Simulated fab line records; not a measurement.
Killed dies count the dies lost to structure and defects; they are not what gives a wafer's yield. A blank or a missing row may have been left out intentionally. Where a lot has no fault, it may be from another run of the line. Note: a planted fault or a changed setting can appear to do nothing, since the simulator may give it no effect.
Chamber matching + flow n5Finfet + 3 sister chambers for N5_BEOL_M2_PRE_CLEAN_60 on cvdCo-01
The step time 15 s. 30 wafers are shown with their chamber, then 12 later ones without.

== WAFERS PAIRED WITH THEIR CHAMBERS ==
| wafer  | chamber | heaterPowerW (W) |
|--------|---------|------------------|
| L076.3 | 2       | 89               |
| L076.4 | 2       | 89               |
| L076.6 | 1       | 86               |
| L077.2 | 0       | 91               |
| L077.4 | 1       | 87               |
| L077.6 | 2       | 89               |
| L074.1 | 1       | 87               |
| L074.3 | 0       | 92               |
| L074.5 | 0       | 92               |
| L078.4 | 1       | 85               |
| L078.5 | 0       | 92               |
| L078.6 | 2       | 90               |
| L080.2 | 0       | 95               |
| L080.3 | 2       | 93               |
| L080.6 | 0       | 93               |
| L081.1 | 2       | 91               |
| L081.4 | 2       | 89               |
| L081.5 | 0       | 93               |
| L084.1 | 0       | 91               |
| L084.2 | 2       | 90               |
| L084.4 | 0       | 94               |
| L085.2 | 1       | 87               |
| L085.3 | 0       | 93               |
| L085.6 | 0       | 92               |
| L086.2 | 2       | 88               |
| L086.4 | 0       | 95               |
| L086.5 | 1       | 88               |
| L087.1 | 1       | 86               |
| L087.5 | 0       | 93               |
| L087.6 | 2       | 92               |

SIGNATURES (averages over the wafers above)
| reading      | chamber 0 | chamber 1 | chamber 2 | scatter within a chamber |
|--------------|-----------|-----------|-----------|--------------------------|
| heaterPowerW | 92.77     | 86.57     | 90.00     | 1.33                     |
Rule: a wafer lies at a distance from a chamber equal to the root of the sum of squares, over the readings, of (its reading less the chamber's mean, divided by the reading's scatter). The wafer belongs to the nearest chamber; if the next one is less than 2 further off, it can't be placed. The scatter is the square root of a quotient: the sum, over the shown wafers, of each reading's squared deviation from its chamber's mean, divided by wafers minus chambers.

== WAFERS WITHOUT THEIR CHAMBER ==
| wafer  | heaterPowerW (W) |
|--------|------------------|
| L090.2 | 86               |
| L090.3 | 88               |
| L090.5 | 92               |
| L091.2 | 90               |
| L091.5 | 88               |
| L091.6 | 85               |
| L094.2 | 88               |
| L094.3 | 92               |
| L094.5 | 89               |
| L096.1 | 86               |
| L096.4 | 93               |
| L096.6 | 86               |

== CHAMBER TAKEN BY EACH ==
| wafer  | from the rows above     | in truth |
|--------|-------------------------|----------|
| L090.2 | 1                       | 1        |
| L090.3 | can't be placed: 1 or 2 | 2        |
| L090.5 | can't be placed: 0 or 2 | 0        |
| L091.2 | 2                       | 2        |
| L091.5 | can't be placed: 1 or 2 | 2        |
| L091.6 | 1                       | 1        |
| L094.2 | can't be placed: 1 or 2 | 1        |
| L094.3 | can't be placed: 0 or 2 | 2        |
| L094.5 | can't be placed: 2 or 1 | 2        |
| L096.1 | 1                       | 1        |
| L096.4 | 0                       | 0        |
| L096.6 | 1                       | 1        |
6 of 12 placed correctly. Can't be placed from these rows: 6 (the true chamber is among the candidates in 6). 0 placed wrongly.
